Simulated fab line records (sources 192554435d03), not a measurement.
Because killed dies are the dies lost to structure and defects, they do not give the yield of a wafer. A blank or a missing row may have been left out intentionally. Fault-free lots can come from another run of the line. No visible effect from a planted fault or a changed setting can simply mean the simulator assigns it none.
fab line records ; flow n5_finfet
[record] lots = 7; wafers = 21
route steps=1938 shown HKMG_FIN@413 GATE_CUT@501 MOL_CONTACT_COAG@559 BEOL_M0_SAQP@636
start_h: start of the lot's first displayed wafer, in hours after the record's first day ; wait_h: hours from the lot's prior step to this one ; " as in the row above ; L1.1+2: a single row standing in for several wafers ; - no value, or no start was given ; * or withheld: withheld ; < > ~ a bound
route shown NAME@n: a module of which the file shows steps, and the number in the route of the first ; usual: mean/standard deviation of fault-free wafers ; same: alike in all rows ; chamber/n: place in a boat ; sites: each site's reading ; _std_site: the values' standard deviation ; _edge_site: outer sites' mean less inner sites' ; radius_mm: for every site, how far away it sits from the centre of the wafer ; mask NAME#n: copy n ; behind: tool/chamber where the wafer was last shaped ; hold: the reason the lot was held/the length of the hold in hours/how it ended ; device: names the non-switching transistor (n, p or np) ; end of line: tests of these same wafers at the route's end ; where a step has no rows: the recipe by itself ; killed: not the wafer's yield, but the dies lost to structure and defects at the first sort ; map: a wafer's dies, marking killed ones x, the rest . and places with no die _
set.NAME: the setting as run; set.NAME@STEP: as run at that earlier step ; model.NAME: the simulator's own value behind a step, which no gauge read
one table per step and one row per wafer, for lots whose settings were changed on purpose
[[steps]]
[step N5_HKMG_FIN_CVD_62]
[recipe] material = a-Si; target_thk_a = 30; temp_c = 500; precursor = Si2H6; pressure_torr = 1; time_s = 20.8
lot.wafer;tool;chamber;start_h;wait_h;set.temp_c;model.a-Si_of_HKMG_FIN_CVD_62.thk_nm
L074.1+2;thermal_cvd_si-01;0,1;72.54;0.2;500;3
L074.5;thermal_cvd_si-01;0;72.54;0.2;514.5;4.6
L075.1+2;thermal_cvd_si-02;0,1;77.81;0.2;500;3
L075.3;thermal_cvd_si-02;2;77.81;0.2;500;2.8
L077.1+3;thermal_cvd_si-02;0,2;91.46;0.2;506.2;3.6
L077.5;thermal_cvd_si-02;2;91.46;0.2;500;3
L080.1+6;thermal_cvd_si-01;1,2;114.76;0.2;507.9;4
L080.2;thermal_cvd_si-01;0;114.76;0.2;507.9;3.8
L088.1;thermal_cvd_si-01;0;160.68;0.2;500;3
L088.2+4;thermal_cvd_si-01;1,0;160.68;0.2;491.7;2.4
L092.1;thermal_cvd_si-01;2;179.71;0.2;487.1;2.2
L092.2;thermal_cvd_si-01;0;179.71;0.2;500;3
L092.3;thermal_cvd_si-01;1;179.71;0.2;487.1;2
L093.1;thermal_cvd_si-02;1;190.17;0.2;514.4;4.4
L093.2;thermal_cvd_si-02;2;190.17;0.2;514.4;4.6
L093.5;thermal_cvd_si-02;2;190.17;0.2;500;2.8
[step N5_GATE_CUT_CUT_ETCH_54]
[recipe] chemistry = Cl2/BCl3; target = TiN; mask_material = SiO2; target_depth_a = 967; pressure_mtorr = 10; icp_w = 1000; bias_w = 126; Cl2_flow_sccm = 53.25; bcl3_flow_sccm = 21.75; Ar_flow_sccm = 25; ends = cleared
[usual] etch_rf_on_time_s = 36.6/0.41
lot.wafer;tool;chamber;start_h;wait_h;set.bias_w;etch_rf_on_time_s
L074.1;rie_metal-03;1;83.62;0.0;126;36.4
L074.2;rie_metal-03;0;83.62;0.0;126;36.0
L074.5;rie_metal-03;1;83.62;0.0;126;36.2
L075.1;rie_metal-01;0;88.72;0.0;126;36.1
L075.2;rie_metal-01;1;88.72;0.0;126;37.0
L075.3;rie_metal-01;1;88.72;0.0;126;37.0
L077.1;rie_metal-02;1;105.70;0.0;126;36.5
L077.3;rie_metal-02;1;105.70;0.0;133.2;35.8
L077.5;rie_metal-02;1;105.70;0.0;126;36.3
L080.1;rie_metal-01;0;126.02;0.0;135.7;35.2
L080.2;rie_metal-01;1;126.02;0.0;126;37.1
L080.6;rie_metal-01;1;126.02;0.0;135.7;36.1
L088.1;rie_metal-03;0;171.74;0.0;112.8;38.0
L088.2;rie_metal-03;1;171.74;0.0;126;36.4
L088.4;rie_metal-03;1;171.74;0.0;126;36.4
L092.1;rie_metal-01;0;191.12;0.0;108.3;38.2
L092.2;rie_metal-01;1;191.12;0.0;108.3;39.0
L092.3;rie_metal-01;0;191.12;0.0;126;36.6
L093.1;rie_metal-01;1;200.69;0.0;126;37.1
L093.2;rie_metal-01;0;200.69;0.0;103.9;38.9
L093.5;rie_metal-01;0;200.69;0.0;103.9;38.9
[step N5_MOL_CONTACT_COAG_ALD_27]
[recipe] material = SiOC; target_thk_a = 170; temp_c = 400; ald_precursor_family = carbosiloxane; ald_co_reactant = H2-plasma; pulse_time_s = 1.5; time_s = 2720; purge_time_s = 2; co_reactant_purge_time_s = 2; ald_cycles = 340; pressure_torr = 2
lot.wafer;tool;chamber;start_h;wait_h;set.ald_cycles;model.SiOC_of_MOL_CONTACT_COAG_ALD_27.thk_nm
L074.1+2;ald_sin-03;0,3;97.81;3.1;340;17
L074.5;ald_sin-03;1;97.81;3.1;340;17.2
L075.1+2+3;ald_sin-02;0,3,1;100.47;2.9;340;17
L077.1;ald_sin-03;1;116.13;0.0;392;19.6
L077.3+5;ald_sin-03;2,0;116.13;0.0;340;17
L080.1+2+6;ald_sin-02;3,1,2;137.30;0.5;340;17
L088.1+2+4;ald_sin-03;0,1,2;184.20;0.0;340;17
L092.1+3;ald_sin-02;3,2;201.70;0.0;380;18.8
L092.2;ald_sin-02;0;201.70;0.0;340;17
L093.1;ald_sin-03;2;210.47;0.0;340;17
L093.2+5;ald_sin-03;3;210.47;0.0;384;19.2
[step N5_MOL_CONTACT_COAG_COAT_77]
[recipe] resist = underlayer; temp_c = 205; time_s = 60; spin_rpm = 1500; resist_thk_nm = 10
lot.wafer;tool;chamber;start_h;wait_h;set.spin_rpm;model.underlayer_of_MOL_CONTACT_COAG_COAT_77.thk_nm
L074.1;litho_track-02;0;-;-;1500;10
L074.2+5;litho_track-02;0;-;-;1363;10.6
L075.1+2+3;litho_track-04;0;-;-;1500;10
L077.1+3;litho_track-02;0;-;-;1634;9.6
L077.5;litho_track-02;0;-;-;1500;10
L080.1+2+6;litho_track-05;0;-;-;1500;10
L088.1+4;litho_track-05;0;-;-;1355;10.6
L088.2;litho_track-05;0;-;-;1500;10
L092.1+2+3;litho_track-02;0;-;-;1500;10
L093.1+2+5;litho_track-02;0;-;-;1500;10
[step N5_MOL_CONTACT_COAG_COAT_78]
[recipe] resist = CAR-EUV; spin_rpm = 1500; resist_thk_nm = 40
[step N5_MOL_CONTACT_COAG_EBR_80]
[recipe] solvent = PGMEA; ebr_width_mm = 1.5
[step N5_MOL_CONTACT_COAG_DESCUM_88]
[recipe] chemistry = O2; time_s = 7; source_power_w = 50; bias_power_w = 20; pressure_mtorr = 20; rf_frequency_hz = 2.712e+07; temp_c = 40; resist = CAR-EUV; o2_flow_sccm = 225
[step N5_MOL_CONTACT_COAG_ETCH_89]
[recipe] chemistry = N2/H2; target = underlayer; target_depth_a = 130; mask_material = CAR-EUV; time_s = 10.4; ion_energy_ev = 200; pressure_mtorr = 30; source_w = 840; bias_w = 150; n2_flow_sccm = 200; h2_flow_sccm = 200; ends = cleared
[usual] etch_rf_on_time_s = 10.57/0.18
lot.wafer;tool;chamber;start_h;wait_h;set.spin_rpm@MOL_CONTACT_COAG_COAT_77;etch_rf_on_time_s;model.etch.depth_nm
L074.1;rie_diel-01;3;103.31;0.0;1500;10.61;10.02
L074.2;rie_diel-01;0;103.31;0.0;1363;11.16;10.52
L074.5;rie_diel-01;3;103.31;0.0;1363;11.12;10.53
L075.1;rie_diel-03;2;105.29;0.0;1500;10.68;10.06
L075.2;rie_diel-03;1;105.29;0.0;1500;10.56;10.09
L075.3;rie_diel-03;0;105.29;0.0;1500;10.33;10.07
L077.1;rie_diel-03;3;119.17;0.0;1634;9.82;9.537
L077.3;rie_diel-03;0;119.17;0.0;1634;9.86;9.562
L077.5;rie_diel-03;2;119.17;0.0;1500;10.53;9.965
L080.1;rie_diel-01;1;140.55;0.0;1500;10.64;10.01
L080.2;rie_diel-01;0;140.55;0.0;1500;10.69;10.04
L080.6;rie_diel-01;0;140.55;0.0;1500;10.65;9.994
L088.1;rie_diel-05;1;187.94;0.0;1355;10.96;10.56
L088.2;rie_diel-05;3;187.94;0.0;1500;10.68;10.05
L088.4;rie_diel-05;2;187.94;0.0;1355;11.13;10.56
L092.1;rie_diel-05;2;204.82;0.0;1500;10.72;10.04
L092.2;rie_diel-05;0;204.82;0.0;1500;10.89;10.04
L092.3;rie_diel-05;3;204.82;0.0;1500;10.81;10.03
L093.1;rie_diel-05;3;213.38;0.0;1500;10.73;9.984
L093.2;rie_diel-05;2;213.38;0.0;1500;10.74;9.974
L093.5;rie_diel-05;3;213.38;0.0;1500;10.83;9.981
[step N5_MOL_CONTACT_COAG_ETCH_90]
[recipe] chemistry = CF4; target = SiARC; target_depth_a = 130; mask_material = CAR-EUV; time_s = 21.7; ion_energy_ev = 80; pressure_mtorr = 40; source_w = 545; bias_w = 36; Ar_flow_sccm = 100; cf4_flow_sccm = 100; ends = cleared
lot.wafer;tool;chamber;start_h;wait_h;set.spin_rpm@MOL_CONTACT_COAG_COAT_77;model.CAR-EUV_of_MOL_CONTACT_COAG_COAT_78.thk_nm
L074.1;rie_diel-01;3;103.33;0.0;1500;17
L074.2+5;rie_diel-01;0,3;103.33;0.0;1363;16.4
L075.1;rie_diel-03;2;105.31;0.0;1500;16.6
L075.2+3;rie_diel-03;1,0;105.31;0.0;1500;16.8
L077.1;rie_diel-03;3;119.19;0.0;1634;17.4
L077.3;rie_diel-03;0;119.19;0.0;1634;17.2
L077.5;rie_diel-03;2;119.19;0.0;1500;16.8
L080.1+6;rie_diel-01;1,0;140.57;0.0;1500;16.6
L080.2;rie_diel-01;0;140.57;0.0;1500;16.4
L088.1+4;rie_diel-05;1,2;187.96;0.0;1355;16.4
L088.2;rie_diel-05;3;187.96;0.0;1500;16.8
L092.1;rie_diel-05;2;204.84;0.0;1500;16.6
L092.2+3;rie_diel-05;0,3;204.84;0.0;1500;16.8
L093.1+2+5;rie_diel-05;3,2,3;213.40;0.0;1500;16.6
[step N5_MOL_CONTACT_COAG_ALD_131]
[recipe] material = SiO2; target_thk_a = 50; temp_c = 100; ald_precursor_family = BDEAS; ald_co_reactant = O2-plasma; pulse_time_s = 1; co_reactant_pulse_time_s = 1; purge_time_s = 2; co_reactant_purge_time_s = 2; ald_cycles = 35; pressure_torr = 2
[step N5_MOL_CONTACT_COAG_ETCHBACK_132]
[recipe] chemistry = CHF3; target = SiO2; target_depth_a = 100; time_s = 6.7; ion_energy_ev = 200; pressure_mtorr = 30; source_w = 610; bias_w = 170; Ar_flow_sccm = 200; CHF3_flow_sccm = 50
lot.wafer;tool;chamber;start_h;wait_h;set.spin_rpm@MOL_CONTACT_COAG_COAT_77;model.CAR-EUV_of_MOL_CONTACT_COAG_COAT_78.thk_nm
L074.1;rie_diel-05;0;104.20;0.4;1500;15.6
L074.2+5;rie_diel-05;2,3;104.20;0.4;1363;15
L075.1+2;rie_diel-03;0,1;105.88;0.1;1500;15.2
L075.3;rie_diel-03;2;105.88;0.1;1500;15.4
L077.1;rie_diel-03;3;119.45;0.1;1634;16
L077.3;rie_diel-03;2;119.45;0.1;1634;15.8
L077.5;rie_diel-03;1;119.45;0.1;1500;15.4
L080.1+6;rie_diel-03;1,0;141.22;0.1;1500;15.2
L080.2;rie_diel-03;2;141.22;0.1;1500;15
L088.1+4;rie_diel-05;2,0;189.61;0.1;1355;15
L088.2;rie_diel-05;3;189.61;0.1;1500;15.6
L092.1;rie_diel-03;1;205.28;0.1;1500;15.2
L092.2+3;rie_diel-03;0,2;205.28;0.1;1500;15.4
L093.1+2+5;rie_diel-03;2,0,3;213.66;0.1;1500;15.2
[step N5_BEOL_M0_SAQP_PECVD_96]
[recipe] material = a-Si; target_thk_a = 450; temp_c = 350; precursor = SiH4/He; pressure_torr = 3; rf_w = 100; time_s = 45.2
lot.wafer;tool;chamber;start_h;wait_h;set.time_s;model.a-Si_of_BEOL_M0_SAQP_PECVD_96.thk_nm
L074.1+2;pecvd-03;1,0;110.98;0.0;45.2;45
L074.5;pecvd-03;2;110.98;0.0;51.32;51.4
L075.1;pecvd-01;2;114.80;0.0;45.2;45.4
L075.2;pecvd-01;0;114.80;0.0;45.2;45.6
L075.3;pecvd-01;1;114.80;0.0;45.2;44.8
L077.1;pecvd-04;0;126.48;0.0;50.88;50.2
L077.3;pecvd-04;2;126.48;0.0;50.88;50.6
L077.5;pecvd-04;2;126.48;0.0;50.88;51.2
L080.1;pecvd-03;0;147.84;0.0;45.2;44.6
L080.2;pecvd-03;2;147.84;0.0;45.2;43.8
L080.6;pecvd-03;1;147.84;0.0;45.2;45.2
L088.1;pecvd-04;0;196.85;0.0;49.73;49.6
L088.2;pecvd-04;2;196.85;0.0;45.2;45.4
L088.4;pecvd-04;2;196.85;0.0;49.73;50.6
L092.1;pecvd-04;1;212.42;0.0;45.2;44.4
L092.2;pecvd-04;0;212.42;0.0;45.2;45
L092.3;pecvd-04;0;212.42;0.0;40.72;41.4
L093.1;pecvd-01;1;220.37;0.0;45.2;44.6
L093.2;pecvd-01;0;220.37;0.0;40.09;39.8
L093.5;pecvd-01;0;220.37;0.0;40.09;40.4
[step N5_BEOL_M0_SAQP_PEB_12]
[recipe] peb_temp_c = withheld; peb_time_s = 60; resist = CAR-ArF
lot.wafer;tool;chamber;start_h;wait_h;set.peb_time_s
L074.1;litho_track-01;0;111.58;0.1;72.5
L074.2+5;litho_track-01;0;111.58;0.1;60
L075.1+2+3;litho_track-03;0;115.40;0.1;60
L077.1;litho_track-01;0;127.15;0.1;55.26
L077.3+5;litho_track-01;0;127.15;0.1;60
L080.1+6;litho_track-03;0;148.44;0.1;60
L080.2;litho_track-03;0;148.44;0.1;70.52
L088.1+2;litho_track-05;0;197.45;0.1;65.78
L088.4;litho_track-05;0;197.45;0.1;60
L092.1;litho_track-05;0;213.09;0.1;66.89
L092.2+3;litho_track-05;0;213.09;0.1;60
L093.1+2+5;litho_track-05;0;220.86;0.1;60
[step N5_BEOL_M0_SAQP_DEVELOP_13]
[recipe] develop_time_s = 30; developer = TMAH; resist = CAR-ArF; dev_temp_c = 23; rinse_liquid = diw; dry = air_spin
[step N5_BEOL_M0_SAQP_CD_MEAS_14]
[recipe] target_cd_nm = 42.5; landing_energy_ev = 500; detector = se_inlens
[usual] cd_nm = 42.5/0.34
lot.wafer;tool;chamber;start_h;wait_h;set.peb_time_s@BEOL_M0_SAQP_PEB_12;cd_nm
L074.1;cd_sem-03;0;111.65;-;72.5;39.5
L074.2;cd_sem-03;0;111.65;-;60;42.0
L074.5;cd_sem-03;0;111.65;-;60;42.0
L075.1;cd_sem-03;0;115.47;-;60;42.4
L075.2;cd_sem-03;0;115.47;-;60;42.6
L075.3;cd_sem-03;0;115.47;-;60;42.4
L077.1;cd_sem-03;0;127.21;-;55.26;43.1
L077.3;cd_sem-03;0;127.21;-;60;41.8
L077.5;cd_sem-03;0;127.21;-;60;42.6
L080.1;cd_sem-02;0;148.50;-;60;42.6
L080.2;cd_sem-02;0;148.50;-;70.52;40.2
L080.6;cd_sem-02;0;148.50;-;60;42.6
L088.1;cd_sem-02;0;197.51;-;65.78;41.0
L088.2;cd_sem-02;0;197.51;-;65.78;40.8
L088.4;cd_sem-02;0;197.51;-;60;42.3
L092.1;cd_sem-03;0;213.16;-;66.89;41.4
L092.2;cd_sem-03;0;213.16;-;60;42.1
L092.3;cd_sem-03;0;213.16;-;60;42.7
L093.1;cd_sem-03;0;220.93;-;60;42.2
L093.2;cd_sem-03;0;220.93;-;60;41.8
L093.5;cd_sem-03;0;220.93;-;60;42.4
[step N5_BEOL_M0_SAQP_ETCH_101]
[recipe] chemistry = CH3F/O2; target = SiNx; mask_material = SiO2; target_depth_a = 299; time_s = 42.7; pressure_mtorr = 30; source_w = 395; bias_w = 73; Ar_flow_sccm = 150; CH3F_flow_sccm = 30; O2_flow_sccm = 20; ion_energy_ev = 120
[step N5_BEOL_M0_SAQP_ETCH_102]
[recipe] chemistry = CF4; target = SiO2; target_depth_a = 40; ion_energy_ev = 350; time_s = 4.4; pressure_mtorr = 10; icp_w = 800; bias_w = 400; cf4_flow_sccm = 80
[step N5_BEOL_M0_SAQP_MANDREL_ETCH_103]
[recipe] chemistry = HBr/Cl2; target = a-Si; target_depth_a = 450; bt_time_s = 10; stop_on = SiCN; mask_material = SiO2; over_etch_frac = 0.8; time_s = 27; pressure_mtorr = 10; icp_w = 800; bias_w = 75; HBr_flow_sccm = 150; Cl2_flow_sccm = 80; ends = end_point
[usual] oes_product_au = 0.681/0.011
lot.wafer;tool;chamber;start_h;wait_h;set.time_s@BEOL_M0_SAQP_PECVD_96;oes_product_au;model.etch.depth_nm
L074.1;rie_si-02;3;113.79;0.0;45.2;0.681;44.94
L074.2;rie_si-02;1;113.79;0.0;45.2;0.674;44.91
L074.5;rie_si-02;2;113.79;0.0;51.32;0.717;51.4
L075.1;rie_si-03;1;117.59;0.0;45.2;0.700;45.45
L075.2;rie_si-03;2;117.59;0.0;45.2;0.683;45.52
L075.3;rie_si-03;0;117.59;0.0;45.2;0.678;44.78
L077.1;rie_si-03;0;129.26;0.0;50.88;0.728;50.26
L077.3;rie_si-03;1;129.26;0.0;50.88;0.739;50.65
L077.5;rie_si-03;0;129.26;0.0;50.88;0.737;51.12
L080.1;rie_si-03;0;152.52;0.0;45.2;0.681;44.58
L080.2;rie_si-03;3;152.52;0.0;45.2;0.677;43.75
L080.6;rie_si-03;1;152.52;0.0;45.2;0.690;45.13
L088.1;rie_si-01;1;199.82;0.0;49.73;0.707;49.68
L088.2;rie_si-01;0;199.82;0.0;45.2;0.677;45.37
L088.4;rie_si-01;2;199.82;0.0;49.73;0.741;50.5
L092.1;rie_si-02;3;214.98;0.0;45.2;0.680;44.34
L092.2;rie_si-02;0;214.98;0.0;45.2;0.698;44.97
L092.3;rie_si-02;2;214.98;0.0;40.72;0.639;41.3
L093.1;rie_si-03;0;223.38;0.0;45.2;0.683;44.67
L093.2;rie_si-03;3;223.38;0.0;40.09;0.638;39.89
L093.5;rie_si-03;0;223.38;0.0;40.09;0.643;40.37
[step N5_BEOL_M0_SAQP_RECESS_104]
[recipe] chemistry = HF/NH3; target = SiO2; target_depth_a = 180; afs_cycles = 3; temp_c = 30; sublimation_temp_c = 180; sublimation_time_s = 60
[step N5_BEOL_M0_SAQP_COAT_105]
[recipe] resist = SOC; temp_c = 250; time_s = 60; spin_rpm = 1500; resist_thk_nm = 100
[step N5_BEOL_M0_SAQP_ETCH_106]
[recipe] chemistry = N2/H2; target = SOC; target_depth_a = 1500; stop_on = SiNx; ion_energy_ev = 100; bias_w = 61; pressure_mtorr = 30; source_w = 850; n2_flow_sccm = 200; h2_flow_sccm = 200
[step N5_BEOL_M0_SAQP_ETCH_107]
[recipe] chemistry = CH3F/O2; target = SiNx; target_depth_a = 300; mask_material = SOC; pressure_mtorr = 30; source_w = 395; bias_w = 73; Ar_flow_sccm = 150; CH3F_flow_sccm = 30; O2_flow_sccm = 20; ion_energy_ev = 120
lot.wafer;tool;chamber;start_h;wait_h;set.time_s@BEOL_M0_SAQP_PECVD_96;model.a-Si_of_BEOL_M0_SAQP_PECVD_96.thk_nm
L074.1+2;rie_diel-02;0,1;114.40;0.0;45.2;44.4
L074.5;rie_diel-02;0;114.40;0.0;51.32;50.8
L075.1;rie_diel-04;1;118.17;0.0;45.2;44.8
L075.2;rie_diel-04;0;118.17;0.0;45.2;45
L075.3;rie_diel-04;3;118.17;0.0;45.2;44.2
L077.1;rie_diel-06;2;129.85;0.0;50.88;49.6
L077.3;rie_diel-06;0;129.85;0.0;50.88;50
L077.5;rie_diel-06;0;129.85;0.0;50.88;50.6
L080.1;rie_diel-06;3;153.26;0.0;45.2;44
L080.2;rie_diel-06;2;153.26;0.0;45.2;43.2
L080.6;rie_diel-06;1;153.26;0.0;45.2;44.6
L088.1;rie_diel-02;1;200.44;0.0;49.73;49
L088.2;rie_diel-02;0;200.44;0.0;45.2;44.8
L088.4;rie_diel-02;3;200.44;0.0;49.73;50
L092.1;rie_diel-02;1;215.63;0.0;45.2;43.8
L092.2;rie_diel-02;0;215.63;0.0;45.2;44.4
L092.3;rie_diel-02;2;215.63;0.0;40.72;40.8
L093.1;rie_diel-02;2;224.04;0.0;45.2;44
L093.2;rie_diel-02;1;224.04;0.0;40.09;39.4
L093.5;rie_diel-02;2;224.04;0.0;40.09;39.8
[step N5_BEOL_M0_SAQP_EXPOSE_37]
[recipe] mask_id = M0_CUT1; na = 0.33; source_shape = annular; sigma_inner = 0.35; sigma_outer = 0.8; polarization = unpolarized; target_cd_nm = 30; dose_mj = 44.75
lot.wafer;tool;chamber;start_h;wait_h;mask;set.dose_mj
L074.1+5;euv_scanner-02;0;116.22;-;M0_CUT1#0;44.75
L074.2;euv_scanner-02;0;116.22;-;M0_CUT1#0;46.31
L075.1+2+3;euv_scanner-01;0;119.46;-;M0_CUT1#0;44.75
L077.1+5;euv_scanner-01;0;131.17;-;M0_CUT1#0;44.75
L077.3;euv_scanner-01;0;131.17;-;M0_CUT1#0;45.74
L080.1+2;euv_scanner-02;0;156.39;-;M0_CUT1#0;44.75
L080.6;euv_scanner-02;0;156.39;-;M0_CUT1#0;42.06
L088.1;euv_scanner-02;0;201.73;-;M0_CUT1#0;46.74
L088.2+4;euv_scanner-02;0;201.73;-;M0_CUT1#0;44.75
L092.1;euv_scanner-02;0;217.07;-;M0_CUT1#0;42.21
L092.2+3;euv_scanner-02;0;217.07;-;M0_CUT1#0;44.75
L093.1+2+5;euv_scanner-02;0;225.33;-;M0_CUT1#0;42.77
[step N5_BEOL_M0_SAQP_PEB_38]
[recipe] peb_temp_c = 100; peb_time_s = 60; resist = CAR-EUV
[step N5_BEOL_M0_SAQP_DEVELOP_39]
[recipe] develop_time_s = 30; developer = TMAH; resist = CAR-EUV; rinse_liquid = surfactant_rinse; dry = air_spin; dev_temp_c = 23
[step N5_BEOL_M0_SAQP_CD_MEAS_40]
[recipe] target_cd_nm = 30; landing_energy_ev = 500; detector = se_inlens
[usual] cd_nm = 30.05/0.24
lot.wafer;tool;chamber;start_h;wait_h;set.dose_mj@BEOL_M0_SAQP_EXPOSE_37;cd_nm
L074.1;cd_sem-03;0;116.35;-;44.75;29.99
L074.2;cd_sem-03;0;116.35;-;46.31;30.83
L074.5;cd_sem-03;0;116.35;-;44.75;30.29
L075.1;cd_sem-03;0;119.60;-;44.75;29.96
L075.2;cd_sem-03;0;119.60;-;44.75;29.98
L075.3;cd_sem-03;0;119.60;-;44.75;29.64
L077.1;cd_sem-03;0;131.31;-;44.75;30.23
L077.3;cd_sem-03;0;131.31;-;45.74;30.22
L077.5;cd_sem-03;0;131.31;-;44.75;30.24
L080.1;cd_sem-03;0;156.53;-;44.75;30.29
L080.2;cd_sem-03;0;156.53;-;44.75;29.58
L080.6;cd_sem-03;0;156.53;-;42.06;28.81
L088.1;cd_sem-01;0;201.87;-;46.74;31.30
L088.2;cd_sem-01;0;201.87;-;44.75;30.47
L088.4;cd_sem-01;0;201.87;-;44.75;30.02
L092.1;cd_sem-02;0;217.21;-;42.21;29.11
L092.2;cd_sem-02;0;217.21;-;44.75;29.97
L092.3;cd_sem-02;0;217.21;-;44.75;30.27
L093.1;cd_sem-01;0;225.46;-;42.77;29.17
L093.2;cd_sem-01;0;225.46;-;42.77;29.15
L093.5;cd_sem-01;0;225.46;-;42.77;28.95
[step N5_BEOL_M0_SAQP_DESCUM_45]
[recipe] chemistry = O2; time_s = 7; source_power_w = 50; bias_power_w = 20; pressure_mtorr = 20; rf_frequency_hz = 2.712e+07; temp_c = 40; resist = CAR-EUV; o2_flow_sccm = 225
lot.wafer;tool;chamber;start_h;wait_h;set.dose_mj@BEOL_M0_SAQP_EXPOSE_37;model.BEOL_M0_SAQP.cd_nm
L074.1;rie_diel-04;0;116.48;0.0;44.75;29.8
L074.2;rie_diel-04;3;116.48;0.0;46.31;30.6
L074.5;rie_diel-04;1;116.48;0.0;44.75;30
L075.1;rie_diel-04;1;119.72;0.0;44.75;30.2
L075.2;rie_diel-04;2;119.72;0.0;44.75;29.8
L075.3;rie_diel-04;3;119.72;0.0;44.75;30
L077.1;rie_diel-02;1;131.56;0.2;44.75;30.2
L077.3;rie_diel-02;2;131.56;0.2;45.74;30.4
L077.5;rie_diel-02;2;131.56;0.2;44.75;30
L080.1;rie_diel-02;1;156.87;0.3;44.75;30.2
L080.2;rie_diel-02;2;156.87;0.3;44.75;30
L080.6;rie_diel-02;1;156.87;0.3;42.06;29
L088.1;rie_diel-04;3;201.99;0.0;46.74;31
L088.2+4;rie_diel-04;2,1;201.99;0.0;44.75;30.2
L092.1;rie_diel-04;1;217.33;0.0;42.21;29
L092.2;rie_diel-04;0;217.33;0.0;44.75;30.2
L092.3;rie_diel-04;3;217.33;0.0;44.75;30
L093.1+5;rie_diel-04;3,0;225.59;0.0;42.77;29
L093.2;rie_diel-04;1;225.59;0.0;42.77;29.2
[step N5_BEOL_M0_SAQP_ETCH_88]
[recipe] chemistry = N2/H2; target = underlayer; target_depth_a = 65; time_s = 5.2; ion_energy_ev = 200; mask_material = CAR-EUV; pressure_mtorr = 30; source_w = 840; bias_w = 150; n2_flow_sccm = 200; h2_flow_sccm = 200; ends = cleared
lot.wafer;tool;chamber;start_h;wait_h;set.dose_mj@BEOL_M0_SAQP_EXPOSE_37;model.BEOL_M0_SAQP.cd_nm
L074.1;rie_diel-04;0;116.51;0.0;44.75;29.8
L074.2;rie_diel-04;3;116.51;0.0;46.31;30.6
L074.5;rie_diel-04;1;116.51;0.0;44.75;30.2
L075.1;rie_diel-04;1;119.76;0.0;44.75;30.2
L075.2+3;rie_diel-04;2,3;119.76;0.0;44.75;30
L077.1;rie_diel-02;1;131.59;0.0;44.75;30.2
L077.3;rie_diel-02;2;131.59;0.0;45.74;30.4
L077.5;rie_diel-02;2;131.59;0.0;44.75;30
L080.1;rie_diel-02;1;156.91;0.0;44.75;30.2
L080.2;rie_diel-02;2;156.91;0.0;44.75;30
L080.6;rie_diel-02;1;156.91;0.0;42.06;29
L088.1;rie_diel-04;3;202.02;0.0;46.74;31
L088.2+4;rie_diel-04;2,1;202.02;0.0;44.75;30.2
L092.1;rie_diel-04;1;217.36;0.0;42.21;29.2
L092.2+3;rie_diel-04;0,3;217.36;0.0;44.75;30.2
L093.1;rie_diel-04;3;225.62;0.0;42.77;28.8
L093.2+5;rie_diel-04;1,0;225.62;0.0;42.77;29
[[key]]
[split] step = N5_HKMG_FIN_CVD_62; setting = temp_c; stated = 500; by = wafer
[response] step = N5_HKMG_FIN_CVD_62; reading = model.a-Si_of_HKMG_FIN_CVD_62.thk_nm; change = +0.492; per = 1%; r = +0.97
[split] step = N5_GATE_CUT_CUT_ETCH_54; setting = bias_w; stated = 126; by = wafer
[response] step = N5_GATE_CUT_CUT_ETCH_54; reading = etch_rf_on_time_s; change = *; per = 1%; r = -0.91
[split] step = N5_MOL_CONTACT_COAG_ALD_27; setting = ald_cycles; stated = 340; by = wafer
[response] step = N5_MOL_CONTACT_COAG_ALD_27; reading = model.SiOC_of_MOL_CONTACT_COAG_ALD_27.thk_nm; change = +0.166; per = 1%; r = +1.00
[split] step = N5_MOL_CONTACT_COAG_COAT_77; setting = spin_rpm; stated = 1500; by = wafer
[response] step = N5_MOL_CONTACT_COAG_COAT_77; reading = model.underlayer_of_MOL_CONTACT_COAG_COAT_77.thk_nm; change = -0.0579; per = 1%; r = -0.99
[response] step = N5_MOL_CONTACT_COAG_ETCH_89; reading = etch_rf_on_time_s; change = *; per = 1%; r = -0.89
[response] step = N5_MOL_CONTACT_COAG_ETCH_89; reading = model.etch.depth_nm; change = -0.0518; per = 1%; r = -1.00
[response] step = N5_MOL_CONTACT_COAG_ETCH_90; reading = model.CAR-EUV_of_MOL_CONTACT_COAG_COAT_78.thk_nm; change = +0.0538; per = 1%; r = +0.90
[response] step = N5_MOL_CONTACT_COAG_ETCHBACK_132; reading = model.CAR-EUV_of_MOL_CONTACT_COAG_COAT_78.thk_nm; change = +0.0614; per = 1%; r = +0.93
[split] step = N5_BEOL_M0_SAQP_PECVD_96; setting = time_s; stated = 45.2; by = wafer
[response] step = N5_BEOL_M0_SAQP_PECVD_96; reading = model.a-Si_of_BEOL_M0_SAQP_PECVD_96.thk_nm; change = +0.426; per = 1%; r = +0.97
[response] step = N5_BEOL_M0_SAQP_MANDREL_ETCH_103; reading = oes_product_au; change = +0.00388; per = 1%; r = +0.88
[response] step = N5_BEOL_M0_SAQP_MANDREL_ETCH_103; reading = model.etch.depth_nm; change = +0.431; per = 1%; r = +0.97
[response] step = N5_BEOL_M0_SAQP_ETCH_107; reading = model.a-Si_of_BEOL_M0_SAQP_PECVD_96.thk_nm; change = +0.424; per = 1%; r = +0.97
[split] step = N5_BEOL_M0_SAQP_PEB_12; setting = peb_time_s; stated = 60; by = wafer
[response] step = N5_BEOL_M0_SAQP_CD_MEAS_14; reading = cd_nm; change = -0.121; per = 1%; r = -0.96
[split] step = N5_BEOL_M0_SAQP_EXPOSE_37; setting = dose_mj; stated = 44.75; by = wafer
[response] step = N5_BEOL_M0_SAQP_CD_MEAS_40; reading = cd_nm; change = +0.186; per = 1%; r = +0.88
[response] step = N5_BEOL_M0_SAQP_DESCUM_45; reading = model.BEOL_M0_SAQP.cd_nm; change = +0.186; per = 1%; r = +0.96
[response] step = N5_BEOL_M0_SAQP_ETCH_88; reading = model.BEOL_M0_SAQP.cd_nm; change = +0.177; per = 1%; r = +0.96
